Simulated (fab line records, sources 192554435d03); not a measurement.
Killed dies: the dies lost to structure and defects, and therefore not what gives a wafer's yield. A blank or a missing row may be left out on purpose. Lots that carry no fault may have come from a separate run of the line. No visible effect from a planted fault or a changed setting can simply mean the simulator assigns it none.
Matching of chambers ; flow n5 finfet ; ald sin-03 running N5_GATE_CUT_SAC_CAP_01: 4 sister chambers
The step material SiNx, target thk 24 nm, pulse time 1 s, ald cycles 480. 8 wafers are shown with their chamber, then 9 later ones without.

WAFERS PAIRED WITH THEIR CHAMBERS
wafer;chamber;heater power w (W);precursor pulse height rel
L075.4;1;922;1.000
L078.2;1;899;0.989
L082.3;2;799;0.997
L082.5;3;892;1.010
L082.6;2;830;0.988
L083.1;3;913;0.989
L083.2;0;789;1.023
L083.6;0;791;0.991

WAFERS WITH NO CHAMBER GIVEN
wafer;heater power w (W);precursor pulse height rel
L084.1;911;1.049
L084.4;908;0.975
L084.5;811;0.990
L086.3;905;1.005
L086.4;794;1.037
L086.5;901;0.975
L094.1;874;1.023
L094.4;887;0.970
L094.5;767;1.020

WHICH CHAMBER EACH ONE RAN IN
wafer;from the rows above;in truth
L084.1;can't be placed: 3 or 1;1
L084.4;can't be placed: 1 or 3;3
L084.5;can't be placed: 2 or 0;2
L086.3;can't be placed: 3 or 1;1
L086.4;can't be placed: 0 or 2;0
L086.5;can't be placed: 1 or 3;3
L094.1;can't be placed: 3 or 1 or 2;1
L094.4;can't be placed: 1 or 3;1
L094.5;can't be placed: 0 or 2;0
0 of 9 placed correctly. Not placeable from these rows: 9 (in 9, the candidates include the true chamber). Number placed wrongly: 0.
How it was worked out, from the rows above alone: a wafer's distance from a chamber is the root of the sum, over the readings, of the square of ((its reading less the chamber's mean) divided by the reading's scatter). The wafer belongs to the nearest chamber; if the next one is less than 2 further off, it can't be placed. For every chamber, the mean is computed from those of its wafers that are shown. How the scatter is found: for the shown wafers, subtract from each reading the mean of its chamber, square and add these, divide the total by (wafers less chambers), then take the root.
